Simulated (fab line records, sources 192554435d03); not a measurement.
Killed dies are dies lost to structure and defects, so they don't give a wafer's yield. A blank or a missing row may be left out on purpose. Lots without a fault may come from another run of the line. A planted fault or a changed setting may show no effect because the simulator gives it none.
Chamber matching | flow n5_finfet | N5_BEOL_M4_STRIP_66 on rie_diel-05: 4 sister chambers
The step strips in CF4. 4 wafers are shown with their chamber, then 9 later ones without.

WAFERS WITH THEIR CHAMBER
wafer  | chamber | showerhead_plenum_p_Torr (Torr)
L078.4 | 3       | 1.74
L079.5 | 2       | 1.84
L081.5 | 1       | 1.79
L081.6 | 0       | 1.88

WAFERS WITHOUT THEIR CHAMBER
wafer  | showerhead_plenum_p_Torr (Torr)
L082.2 | 1.73
L082.3 | 1.79
L082.5 | 1.88
L086.2 | 1.88
L086.3 | 1.79
L086.4 | 1.73
L093.3 | 1.79
L093.4 | 1.83
L093.5 | 1.88

WHICH CHAMBER EACH WENT THROUGH
wafer  | from the rows above | in truth
L082.2 | 3                   | 3
L082.3 | 1                   | 1
L082.5 | 0                   | 0
L086.2 | 0                   | 0
L086.3 | 1                   | 1
L086.4 | 3                   | 3
L093.3 | 1                   | 1
L093.4 | 2                   | 2
L093.5 | 0                   | 0
Placed correctly: 9 of 9. Can't be placed from these rows: 0. Placed wrongly: 0.
How it was worked out, from the rows above alone: a wafer's distance from a chamber is the root of the sum, over the readings, of the square of ((its reading less the chamber's mean) divided by the reading's scatter). The wafer belongs to the nearest chamber; if the next one is less than 2 further off, it can't be placed. A chamber's mean is the mean of its shown wafers. The scatter: with one shown wafer a chamber, the root of the mean of the squares of how far each hidden wafer lies from its nearest shown one.
